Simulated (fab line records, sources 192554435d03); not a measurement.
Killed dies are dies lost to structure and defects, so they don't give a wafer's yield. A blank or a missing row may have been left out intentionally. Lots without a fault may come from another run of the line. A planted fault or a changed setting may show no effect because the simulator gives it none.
fab line records	flow n5Finfet
[record] lots = 5	wafers = 14	lastDay = 17
route steps=1938 shown SD_EPI_N@269 SD_EPI_P@295 BEOL_M4@1111 PASSIVATION@1936
lots that met no fault: taken from a fault-free run of the same line
startH: hours from the record's first day to the start of the lot's first wafer shown	waitH: hours elapsed since this lot's preceding step	" repeats the value in the row above	L1.1+2: one row covering several wafers at once	- value missing, or start not given	* or withheld: withheld	< > ~ a bound
route shown NAME@n: a module of which the file shows steps, and the number in the route of the first	usual: the fault-free wafers' mean and standard deviation	same: alike in all rows	chamber/n: place in a boat	sites: per-site readings	_std_site: the standard deviation of these	_edge_site: inner sites' mean taken away from outer sites' mean	radiusMm: how far each site lies from the wafer's centre	mask NAME#n: copy n	behind: the tool/chamber that last shaped the wafer	hold: why the lot went on hold/how many hours it stayed there/how the hold came to an end	device: the transistor (n, p or np) that didn't switch	end of line: at the end of the route, the tests of the same wafers	where a step has no rows: the recipe by itself	killed: count of dies lost to structure and defects at first sort (not the wafer's yield)	map: dies across one wafer; x = killed, . = not, _ = none there
set.NAME: setting as actually run; set.NAME@STEP: the setting as run at that earlier step	model.NAME: the simulator's own value behind a step, which no gauge read
certain route steps with their lots: each step a table, each wafer a row
services: the hour from which a tool's chamber was out of use, counted from the record's first day as startH (under 0 if before that day), plus the number of hours and why
[[steps]]
[step N5_SD_EPI_N_DEVELOP_08]
[recipe] developTimeS = 30	developer = TMAH	resist = CAR-ArF-block	devTempC = 23	rinseLiquid = diw	dry = airSpin
[step N5_SD_EPI_N_DESCUM_14]
[recipe] chemistry = O2	timeS = 7.9	sourcePowerW = 50	biasPowerW = 20	pressureMtorr = 20	rfFrequencyHz = 2.712e+07	tempC = 40	resist = CAR-ArF-block	o2FlowSccm = 225
[step N5_SD_EPI_N_ETCH_34]
[recipe] chemistry = CF4	target = SiARC	targetDepthA = 455	maskMaterial = CAR-ArF-block	timeS = 75.8	ionEnergyEv = 80	pressureMtorr = 40	sourceW = 545	biasW = 36	Ar_flow_sccm = 100	cf4FlowSccm = 100	ends = cleared
[step N5_SD_EPI_N_ETCH_35]
[recipe] chemistry = N2/H2	target = SOC	overetchA = 1080	maskMaterial = SiARC	tempC = 40	ionEnergyEv = 100	sourceW = 3000	biasW = 133	pressureMtorr = 20	timeS = 486	n2FlowSccm = 200	h2FlowSccm = 200
[step N5_SD_EPI_N_STRIP_36]
[recipe] chemistry = N2/H2	tempC = 40	n2FlowSccm = 200	h2FlowSccm = 200	rfFrequencyHz = 6e+07
[step N5_SD_EPI_N_ETCHBACK_44]
[recipe] chemistry = CH3F/O2	mode = anisotropicEtchback	target = SiNx	targetDepthA = 145	stopOn = SiO2	overEtchFrac = 0.3	ionEnergyEv = 120	pressureMtorr = 30	sourceW = 395	biasW = 73	Ar_flow_sccm = 150	CH3F_flow_sccm = 30	O2_flow_sccm = 20
[step N5_SD_EPI_N_ETCH_45]
[recipe] chemistry = CH3F/O2	target = SiOCN	targetDepthA = 60	maskMaterial = SOC	ionEnergyEv = 60	biasW = 29	pressureMtorr = 15	sourceW = 410	Ar_flow_sccm = 150	CH3F_flow_sccm = 30	O2_flow_sccm = 20
[step N5_SD_EPI_N_ETCH_16]
[recipe] chemistry = CHF3/O2	target = SiO2	targetDepthA = 50	maskMaterial = SOC	pressureMtorr = 30	sourceW = 650	biasW = 170	Ar_flow_sccm = 200	CHF3_flow_sccm = 50	O2_flow_sccm = 5	ionEnergyEv = 200
[step N5_SD_EPI_N_STRIP_47]
[recipe] chemistry = CHF3/O2	resist = SiARC	rfFrequencyHz = 6e+07
[step N5_SD_EPI_N_SD_RECESS_17]
[recipe] chemistry = HBr/Cl2/O2	targetDepthA = 410	maskMaterial = SOC	timeS = 23.7	btTimeS = 3	pressureMtorr = 10	icpW = 800	biasW = 112	HBr_flow_sccm = 150	Cl2_flow_sccm = 80	O2_flow_sccm = 12
[usual] O2_flow_sccm = 12.00/0.035	drypumpMotorCurrentA = 5.6/0.44	oesProductAu = 1.007/0.017	throttleValvePct = 37.10/0.25
lot.wafer	tool	chamber	startH	waitH	O2_flow_sccm	drypumpMotorCurrentA	oesProductAu	rfHoursCounterH	throttleValvePct	model.SD_EPI_N.featureDepthNm	model.etch.depthNm	model.Si_of_WELL_APT_EPI_41.thkNm
L110.2	rieSi-03	2	86.52	0.0	12.02	5.6	0.995	2	37.17	41.6	41.63	8.2
L110.4	"	1	"	"	11.99	6.0	1.016	99	37.38	41	40.99	8.4
L110.6	"	0	"	"	12.03	5.4	0.979	-	36.66	40.6	40.51	9.2
L117.3	rieSi-01	3	131.11	0.0	12.04	5.1	1.010	115	37.08	41.2	41.28	7.4
L117.4	"	0	"	"	12.06	5.1	1.031	43	37.18	41.2	41.23	7
L117.5	"	2	"	"	12.03	5.9	1.005	-	37.04	40.8	40.74	7.8
L118.2	rieSi-01	1	134.01	0.0	12.03	5.3	1.107	16	37.45	60.2	60.13	4.4
L118.5	"	0	"	"	12.00	5.1	1.144	-	37.12	61.2	61.29	4.2
L120.1	rieSi-01	2	143.62	0.0	11.97	5.9	1.007	109	37.02	40.8	40.83	7.4
L120.2	"	0	"	"	11.96	5.1	1.154	44	37.12	61.6	61.58	4.2
L120.6	"	0	"	"	11.99	5.1	1.028	-	37.19	41.2	41.15	7.8
L125.1	rieSi-01	0	180.82	0.0	12.07	5.1	1.026	44	37.19	40.8	40.75	9
L125.5	"	2	"	"	12.02	5.9	1.125	-	36.96	60.4	60.31	4.2
L125.6	"	1	"	"	11.97	5.3	0.994	-	37.50	40.6	40.68	9.6
[step N5_SD_EPI_N_STRIP_38]
[recipe] chemistry = N2/H2	powerW = 1000	tempC = 250	h2Frac = 0.65	overashFraction = 0.3	pressureMtorr = withheld	n2FlowSccm = 1750	h2FlowSccm = 3250
[step N5_SD_EPI_N_WET_ETCH_43]
[recipe] chemistry = dHF	dilution = withheld	timeS = 14	target = SiO2	targetDepthA = 15	tempC = 25
[step N5_SD_EPI_N_STRIP_18]
[recipe] chemistry = SPM	timeS = 750	tempC = 130	h2so4H2o2VolRatio = 4
lot.wafer	tool	chamber	startH	waitH	model.Si_of_WELL_APT_EPI_41.thkNm
L110.2	wetBench-01	1	86.71	0.0	7.8
L110.4	"	7	"	"	8
L110.6	"	0	"	"	9
L117.3	wetBench-06	1	131.41	0.0	7.2
L117.4	"	7	"	"	6.8
L117.5	"	0	"	"	7.4
L118.2+5	wetBench-06	0,2	134.20	0.0	4
L120.1	wetBench-06	1	143.81	0.0	7
L120.2	"	3	"	"	3.8
L120.6	"	0	"	"	7.4
L125.1	wetBench-03	2	181.01	0.0	8.6
L125.5	"	1	"	"	4
L125.6	"	7	"	"	9.2
[step N5_SD_EPI_N_SRD_20]
[recipe] dry = ipaMarangoni	doPpb = 5	timeS = 30	tempC = 23	rinseLiquid = diw
[step N5_SD_EPI_N_PRECLEAN_48]
[recipe] chemistry = NF3:NH3	afsCycles = 2	tempC = 30	timeS = 20	sublimationTempC = 180	sublimationTimeS = 60	pressureTorr = 3	rfPowerW = 30
[step N5_SD_EPI_N_VAPOR_ETCH_50]
[recipe] chemistry = HCl	target = Si	tempC = 775	timeS = 54	pressureTorr = 20	mode = isotropic
[step N5_SD_EPI_N_EPI_21]
[recipe] material = Si:P	dopant = P	tempC = 680	pressureTorr = 255	timeS = 690
[step N5_SD_EPI_N_PRECLEAN_24]
[recipe] chemistry = O3/DIW	timeS = 60	tempC = 22	o3Ppm = 10
[step N5_SD_EPI_N_SRD_25]
[recipe] timeS = 30	tempC = 23	rinseLiquid = diw	dry = ipaMarangoni
[step N5_SD_EPI_N_PRECLEAN_49]
[recipe] chemistry = NF3:NH3	afsCycles = 1	tempC = 30	timeS = 20	sublimationTempC = 180	sublimationTimeS = 60	pressureTorr = 3	rfPowerW = 30
[step N5_SD_EPI_N_LINER_46]
[recipe] material = SiNx	targetThkA = 30	tempC = 400	aldPrecursorFamily = SiH2I2	aldCoReactant = N2/H2-plasma	pressureTorr = 2
[step N5_SD_EPI_P_COAT_34]
[recipe] resist = SOC	tempC = 250	timeS = 60	spinRpm = 1500	resistThkNm = 350
[step N5_SD_EPI_P_COAT_35]
[recipe] resist = SiARC	tempC = 220	timeS = 60	spinRpm = 1500	resistThkNm = 35
[step N5_SD_EPI_P_COAT_03]
[recipe] resist = CAR-ArF-block	spinRpm = 1500	resistThkNm = 150
[step N5_SD_EPI_P_EBR_05]
[recipe] solvent = PGMEA	ebrWidthMm = 1.5
[step N5_SD_EPI_P_SOFTBAKE_04]
[recipe] tempC = 110	timeS = 60	resist = CAR-ArF-block
[step N5_SD_EPI_P_EXPOSE_06]
[recipe] maskId = SD_P_BLK	na = 1.35	sourceShape = conventional	sigmaOuter = 0.8	polarization = unpolarized	targetCdNm = 240	doseMj = 39.5
[step N5_SD_EPI_P_PEB_07]
[recipe] pebTempC = 110	pebTimeS = 60	resist = CAR-ArF-block
[step N5_SD_EPI_P_DEVELOP_08]
[recipe] developTimeS = 30	developer = TMAH	resist = CAR-ArF-block	devTempC = 23	rinseLiquid = diw	dry = airSpin
[step N5_SD_EPI_P_DESCUM_14]
[recipe] chemistry = O2	timeS = 7.9	sourcePowerW = 50	biasPowerW = 20	pressureMtorr = 20	rfFrequencyHz = 2.712e+07	tempC = 40	resist = CAR-ArF-block	o2FlowSccm = 225
[step N5_SD_EPI_P_ETCH_36]
[recipe] chemistry = CF4	target = SiARC	targetDepthA = 455	maskMaterial = CAR-ArF-block	timeS = 75.8	ionEnergyEv = 80	pressureMtorr = 40	sourceW = 545	biasW = 36	Ar_flow_sccm = 100	cf4FlowSccm = 100	ends = cleared
[step N5_SD_EPI_P_ETCH_37]
[recipe] chemistry = N2/H2	target = SOC	overetchA = 1080	maskMaterial = SiARC	tempC = 40	ionEnergyEv = 100	sourceW = 3000	biasW = 133	pressureMtorr = 20	timeS = 486	n2FlowSccm = 200	h2FlowSccm = 200	ends = endPoint
[step N5_SD_EPI_P_STRIP_38]
[recipe] chemistry = N2/H2	tempC = 40	n2FlowSccm = 200	h2FlowSccm = 200	rfFrequencyHz = 6e+07
[step N5_SD_EPI_P_ETCHBACK_46]
[recipe] chemistry = CH3F/O2	mode = anisotropicEtchback	target = SiNx	targetDepthA = 175	stopOn = SiO2	overEtchFrac = 0.3	ionEnergyEv = 120	pressureMtorr = 30	sourceW = 395	biasW = 73	Ar_flow_sccm = 150	CH3F_flow_sccm = 30	O2_flow_sccm = 20
[step N5_BEOL_M4_RC_MEAS_101]
[usual] CJ_N = 4.34/0.069	DIBL_N = 35.9/1.4	DIBL_P = 35.9/1.7	EOT_N = 10.52/0.098	IGATE_N = 0.0129/0.0017	IOFF_N = 0.155/0.023	IOFF_N_85C = 3.1/0.38	IOFF_N_LIN = 0.072/0.009	IOFF_N_LONG = 5.51e-05/2e-06	IOFF_P = 0.201/0.029	ION_N = 672/8.8	ION_P = 460/7	RC_DENSE_N = 19.0/0.38	RC_N = 15.5/0.31	REXT_N = 75.5/1.5	RS_SD_N = 28.5/0.4	SS_N = 71.6/0.48	SS_P = 73.1/0.64	VT_N = 250.0/3	VT_N_LONG = 275.0/1.7	VT_N_LVT = 98.6/2.6	VT_P = -251.6/3
lot.wafer	tool	chamber	startH	waitH	CJ_N	DIBL_N[mV/V]	DIBL_P[mV/V]	EOT_N	IGATE_N[nA/um]	IOFF_N[nA/um]	IOFF_N_85C[nA/um]	IOFF_N_LIN[nA/um]	IOFF_N_LONG[nA/um]	IOFF_P[nA/um]	ION_N[uA/um]	ION_P[uA/um]	RC_DENSE_N[ohm.um]	RC_N[ohm.um]	REXT_N[ohm.um]	RS_SD_N[ohm/sq]	SS_N[mV/dec]	SS_P[mV/dec]	VT_N[mV]	VT_N_LONG[mV]	VT_N_LVT[mV]	VT_P[mV]
L110.2	prober-01	0	202.22	0.2	4.44	36.9	38.2	10.48	0.0138	0.183	3.5	0.082	5.45e-05	0.197	681	455	18.6	15.4	73.1	28.0	71.2	74.0	247.5	274.5	96.0	-254.0
L110.4	"	0	"	"	4.38	35.1	36.5	10.59	0.0119	0.151	3.0	0.072	5.44e-05	0.170	669	454	19.3	15.6	74.1	28.2	71.2	72.7	251.0	275.3	99.5	-257.4
L110.6	"	0	"	"	4.32	36.3	37.8	10.54	0.0121	0.163	3.2	0.077	5.39e-05	0.192	675	452	18.9	15.4	74.4	28.0	72.1	73.1	249.7	275.3	97.3	-253.4
L117.3	prober-02	0	249.19	0.3	4.48	38.1	36.6	10.46	0.0139	0.178	3.4	0.082	5.55e-05	0.243	694	474	19.4	15.8	74.0	28.4	71.7	73.1	244.7	275.7	98.2	-246.3
L117.4	"	0	"	"	4.46	37.1	35.4	10.56	0.0122	0.162	3.1	0.075	5.54e-05	0.222	675	465	19.0	15.6	74.0	27.8	71.7	73.0	247.2	273.3	98.0	-249.9
L117.5	"	0	"	"	4.38	35.4	34.6	10.43	0.0131	0.144	2.9	0.069	5.55e-05	0.210	684	472	18.6	15.2	74.2	28.2	70.8	72.4	251.5	275.3	99.7	-248.4
L118.2	prober-01	0	252.21	0.2	-	-	36.7	-	-	-	-	-	-	0.249	-	468	-	-	-	-	-	73.3	-	-	-	-246.1
L118.5	"	0	"	"	-	-	36.6	-	-	-	-	-	-	0.241	-	472	-	-	-	-	-	72.8	-	-	-	-248.7
L120.1	prober-01	0	269.18	0.0	4.42	39.0	37.0	10.47	0.0128	0.170	3.4	0.077	5.25e-05	0.219	675	459	19.1	15.5	78.4	28.6	72.4	73.6	247.8	276.4	97.8	-255.0
L120.2	"	0	"	"	-	-	35.2	-	-	-	-	-	-	0.186	-	450	-	-	-	-	-	73.0	-	-	-	-253.5
L120.6	"	0	"	"	4.41	39.6	38.5	10.47	0.0126	0.191	3.7	0.084	5.22e-05	0.237	684	463	19.1	15.5	78.0	28.4	72.0	74.2	247.0	275.4	95.8	-248.9
L125.1	prober-01	0	304.23	0.0	4.31	35.2	36.3	10.60	0.0110	0.178	3.4	0.081	5.73e-05	0.210	670	457	18.9	15.4	74.5	28.8	71.9	73.7	245.9	276.6	94.3	-247.7
L125.5	"	0	"	"	-	-	35.6	-	-	-	-	-	-	0.206	-	464	-	-	-	-	-	73.9	-	-	-	-251.7
L125.6	"	0	"	"	4.31	34.4	35.6	10.42	0.0128	0.162	3.1	0.075	5.8e-05	0.198	666	454	19.3	15.8	74.6	28.4	71.1	73.4	247.2	273.9	97.0	-248.7
[step N5_PASSIVATION_PROBE_49]
[usual] defectLimitedYield = 91.7/1.5	killed_at_M0_to_M3 = 30/8.6	killed_at_M4_up = 12/4.5	killedAtContacts = 13/5.8	killedAtFrontEnd = 38/11	killedAtOther = 4/3	killedDies = 97/17	killedOpen = 63/12	killedShort = 32/8.8	sort_bin_4_leakage = 0/0	sort_bin_5_function = 4.8/0.91	sort_bin_6_memory = 3.1/0.68	sortNPass = 1083/17	sortYieldPct = 91.7/1.5
[same] grossDies = 1180	killedAtBackSide = 0	sort_bin_8_speed[%] = 0
lot.wafer	tool	chamber	startH	waitH	defectLimitedYield[%]	killed_at_M0_to_M3	killed_at_M4_up	killedAtContacts	killedAtFrontEnd	killedAtOther	killedDies	killedOpen	killedShort	sort_bin_4_leakage[%]	sort_bin_5_function[%]	sort_bin_6_memory[%]	sortNPass	sortYieldPct[%]
L110.2	prober-02	-	310.11	0.1	92.7	20	8	10	43	5	86	54	31	0	4.4	2.6	1094	92.7
L110.4	prober-02	-	310.21	0.2	91.7	22	12	13	50	1	98	59	36	0	4.8	3.1	1082	91.7
L110.6	prober-02	-	310.31	0.3	91.7	29	8	14	42	5	98	55	41	0	5.3	2.5	1082	91.7
L118.2	prober-01	-	357.54	0.1	92.5	38	13	14	22	2	89	68	20	92.46	4.9	2.5	0	0
L118.5	prober-01	-	357.69	0.2	92.7	30	20	13	22	1	86	62	24	92.71	3.6	3.5	0	0
L117.3	prober-02	-	363.53	0.1	94.1	20	13	10	22	5	70	47	22	0	3.5	2.0	1110	94.1
L117.4	prober-02	-	363.58	0.2	93.5	29	11	9	28	0	77	57	18	0	3.7	2.8	1103	93.5
L117.5	prober-02	-	363.63	0.2	94.3	23	6	14	21	3	67	53	14	0	3.5	2.0	1113	94.3
L120.1	prober-01	-	373.39	0.0	93.6	22	10	6	36	2	76	58	16	0	4.2	2.1	1104	93.6
L120.2	prober-01	-	373.44	0.1	92.5	22	12	13	36	5	88	49	36	92.54	4.8	2.2	0	0
L120.6	prober-01	-	373.64	0.3	93.1	15	22	10	28	6	81	49	29	0	3.6	2.9	1099	93.1
L125.1	prober-02	-	417.78	0.0	91.1	35	11	8	50	1	105	69	34	0	5.6	3.0	1075	91.1
L125.5	prober-02	-	417.98	0.2	91.0	22	23	12	46	3	106	58	46	91.02	4.7	3.9	0	0
L125.6	prober-02	-	418.03	0.3	91.6	17	17	13	46	6	99	67	31	0	4.9	3.1	1081	91.6
// killed by level:class
L110.2 STI_FIN_REVEAL:geometricParticle:open=18 MOL_CONTACT_COAG:geometricParticle:open=8 BEOL_M1:geometricParticle:open=6 GATE_CUT:geometricParticle:short=6 STI_FIN_REVEAL:geometricParticle:short=5 BEOL_M3:geometricParticle:short=5 BEOL_M7:geometricParticle:open=4 FIN_SAQP:geometricParticle:short=3
L110.4 STI_FIN_REVEAL:geometricParticle:open=12 MOL_CONTACT_COAG:geometricParticle:open=12 FIN_SAQP:geometricParticle:short=8 GATE_CUT:geometricParticle:short=8 BEOL_M2:geometricParticle:open=6 BEOL_M3:geometricParticle:short=4 DUMMY_GATE:geometricParticle:open=4 BEOL_M3:geometricParticle:open=4
L110.6 STI_FIN_REVEAL:geometricParticle:open=12 MOL_CONTACT_COAG:geometricParticle:open=12 FIN_SAQP:geometricParticle:short=9 BEOL_M0_SAQP:geometricParticle:short=8 FIN_SAQP:geometricParticle:open=6 BEOL_M3:geometricParticle:short=6 BEOL_M0_SAQP:geometricParticle:open=5 BEOL_M1:geometricParticle:open=5
L118.2 MOL_CONTACT_COAG:geometricParticle:open=12 BEOL_M0_SAQP:geometricParticle:open=11 STI_FIN_REVEAL:geometricParticle:open=8 BEOL_M2:geometricParticle:open=8 BEOL_M3:geometricParticle:open=7 FIN_SAQP:geometricParticle:open=5 BEOL_M0_SAQP:geometricParticle:short=5 STARTING-WAFER:geometricParticle:open=4
L118.5 MOL_CONTACT_COAG:geometricParticle:open=11 BEOL_M2:geometricParticle:open=10 FIN_SAQP:geometricParticle:open=9 BEOL_M0_SAQP:geometricParticle:short=8 BEOL_M1:geometricParticle:open=6 BEOL_M5:geometricParticle:open=5 BEOL_M4:geometricParticle:short=5 STI_FIN_REVEAL:geometricParticle:open=4
L117.3 MOL_CONTACT_COAG:geometricParticle:open=8 BEOL_M3:geometricParticle:open=7 BEOL_M0_SAQP:geometricParticle:open=6 BEOL_M6:geometricParticle:open=5 FIN_SAQP:geometricParticle:short=4 BEOL_M0_SAQP:geometricParticle:short=4 STARTING-WAFER:geometricParticle:short=4 FIN_SAQP:geometricParticle:open=3
L117.4 MOL_CONTACT_COAG:geometricParticle:open=8 BEOL_M0_SAQP:geometricParticle:open=6 BEOL_M1:geometricParticle:open=6 STARTING-WAFER:geometricParticle:short=6 BEOL_M3:geometricParticle:open=5 BEOL_M6:geometricParticle:open=5 GATE_CUT:geometricParticle:open=4 BEOL_M0_SAQP:geometricParticle:short=4
L117.5 MOL_CONTACT_COAG:geometricParticle:open=12 BEOL_M3:geometricParticle:open=9 STI_FIN_REVEAL:geometricParticle:open=6 BEOL_M0_SAQP:geometricParticle:open=6 FIN_SAQP:geometricParticle:open=4 GATE_CUT:geometricParticle:short=4 BEOL_M2:geometricParticle:open=4 STARTING-WAFER:geometricParticle:open=4
L120.1 STI_FIN_REVEAL:geometricParticle:open=15 BEOL_M3:geometricParticle:open=9 DUMMY_GATE:geometricParticle:open=5 MOL_CONTACT_COAG:geometricParticle:open=5 BEOL_M4:geometricParticle:open=5 FIN_SAQP:geometricParticle:open=3 GATE_CUT:geometricParticle:short=3 BEOL_M0_SAQP:geometricParticle:open=3
L120.2 MOL_CONTACT_COAG:geometricParticle:open=11 BEOL_M3:geometricParticle:open=9 ILD0:geometricParticle:open=6 ILD0:geometricParticle:short=5 GATE_CUT:geometricParticle:short=5 FIN_SAQP:geometricParticle:short=4 BEOL_M4:geometricParticle:open=4 STARTING-WAFER:geometricParticle:open=4
L120.6 BEOL_M4:geometricParticle:open=11 FIN_SAQP:geometricParticle:short=9 MOL_CONTACT_COAG:geometricParticle:open=9 FIN_SAQP:geometricParticle:open=4 BEOL_M1:geometricParticle:short=4 BEOL_M3:geometricParticle:open=4 BEOL_M8:geometricParticle:open=4 STARTING-WAFER:geometricParticle:open=4
L125.1 FIN_SAQP:geometricParticle:short=12 BEOL_M3:geometricParticle:open=11 STI_FIN_REVEAL:geometricParticle:open=9 BEOL_M2:geometricParticle:open=8 MOL_CONTACT_COAG:geometricParticle:open=7 BEOL_M0:geometricParticle:open=7 DUMMY_GATE:geometricParticle:open=6 FIN_SAQP:geometricParticle:open=5
L125.5 FIN_SAQP:geometricParticle:short=20 FIN_SAQP:geometricParticle:open=10 MOL_CONTACT_COAG:geometricParticle:open=8 BEOL_M1:geometricParticle:open=7 BEOL_M8:geometricParticle:open=7 STI_FIN_REVEAL:geometricParticle:open=5 BEOL_M4:geometricParticle:open=5 MOL_CONTACT_COAG:geometricParticle:short=4
L125.6 FIN_SAQP:geometricParticle:open=13 MOL_CONTACT_COAG:geometricParticle:open=11 FIN_SAQP:geometricParticle:short=10 STI_FIN_REVEAL:geometricParticle:open=7 DUMMY_GATE:geometricParticle:open=6 BEOL_M4:geometricParticle:open=6 BEOL_M2:geometricParticle:open=6 BEOL_M1:geometricParticle:open=4
// map L118.2 (x killed, . not)
_________________............________________
______________...x.............._____________
___________....................x...__________
__________...x......................_________
________.......x................x....._______
_______..x........x............x.......______
______.....x.................xx...xx.x.x_____
_____.....x.......x......................____
____x..............x................x.....___
___x..x......................x...x.........__
___.....x.....x..x......x..x..x.......x....__
__xx...............x.....x..............x..._
__..x...................xx............x....._
_.....................x..x...................
_...x....................x.....x...........x.
_.....x......................................
_..x..........................x.x...x........
_........x...............................x...
_................xx........................x.
_............................................
_.....................................x.....x
__x.............x....x........x.....x......._
__..x.........................x..........x.._
___...........x..x.....................x...__
___.......x......x.........................__
____...x...................x.x.x........x.___
_____....................................____
______......xx.....x...................._____
_______................................______
________.x..x.................x......._______
__________....................x....._________
___________.........x....x...x..x..__________
______________.................._____________
_________________........xx..________________
// map L120.2 (x killed, . not)
_________________......x.....________________
______________..x..............._____________
___________.x.........x.x..x..x....__________
__________..............xx.x.......x_________
________..x...................x......._______
_______............x................x..______
______...........x............x........._____
_____........x......x...............x.x.x____
____............................x.....x...___
___...........x.................x.....x..x.__
___.................................x......__
__......................x...x...x..........._
__...x......................................_
_...................x........................
_x.........x.....................x...........
_....x.......x.......x....x.....x..........x.
_.....x..........................x........x..
_...................x..x.....................
_.................xx.x....................x..
_.....x...............................x......
_....x............................x.....x....
__.x.x............xx........................_
__..................x.xx.........x.....x...._
___.....................x......x.........x.__
___............x....x.......x..............__
____........x........................x....___
_____......x....................x.x......____
______...........x....x..x.............._____
_______................................______
________..x............x........x....._______
__________..x................x..x..._________
___________........................__________
______________..x..............._____________
_________________........x...________________
[[services]]
tool	chamber	startH	hours	kind
wetBench-06	-	66.94	1.3	repair
rieSi-01	0	97.66	6.8	repair
wetBench-01	-	98.76	3.3	repair
rieSi-03	2	152.56	1.8	repair
[[key]]
[firstSign] step = N5_SD_EPI_N_SD_RECESS_17	reading = oesProductAu	direction = up	sigmas = 7.2	usual = 1.007	struck = 1.132
[effect] step = N5_BEOL_M4_RC_MEAS_101	reading = CJ_N	direction = missing
[effect] step = N5_BEOL_M4_RC_MEAS_101	reading = DIBL_N	direction = missing
[effect] step = N5_BEOL_M4_RC_MEAS_101	reading = EOT_N	direction = missing
[effect] step = N5_BEOL_M4_RC_MEAS_101	reading = IGATE_N	direction = missing
[effect] step = N5_BEOL_M4_RC_MEAS_101	reading = IOFF_N	direction = missing
[effect] step = N5_BEOL_M4_RC_MEAS_101	reading = IOFF_N_85C	direction = missing
[effect] step = N5_BEOL_M4_RC_MEAS_101	reading = IOFF_N_LIN	direction = missing
[effect] step = N5_BEOL_M4_RC_MEAS_101	reading = IOFF_N_LONG	direction = missing
[effect] step = N5_BEOL_M4_RC_MEAS_101	reading = ION_N	direction = missing
[effect] step = N5_BEOL_M4_RC_MEAS_101	reading = RC_DENSE_N	direction = missing
[effect] step = N5_BEOL_M4_RC_MEAS_101	reading = RC_N	direction = missing
[effect] step = N5_BEOL_M4_RC_MEAS_101	reading = REXT_N	direction = missing
[effect] step = N5_PASSIVATION_PROBE_49	reading = sort_bin_4_leakage	direction = up	sigmas = 99+	usual = 0	struck = 92.18
[modelEffect] step = N5_SD_EPI_N_SD_RECESS_17	value = SD_EPI_N.featureDepthNm	without = 40.85	struck = 60.85
[modelEffect] step = N5_SD_EPI_N_STRIP_18	value = Si_of_WELL_APT_EPI_41.thkNm	without = 8.35	struck = 3.95
metAt N5_SD_EPI_N_SD_RECESS_17
struckWafers L118.2,L118.5,L120.2,L125.5
onsetBetween 131.11 134.01
[fault] kind = processParameterDrift	tool = rieSi-01	chamber = -	onsetH = 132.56	steps = N5_SD_EPI_N_SD_RECESS_17	channel = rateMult	offset = 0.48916	shape = step	endH = 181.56	scope = struckWafersOnly
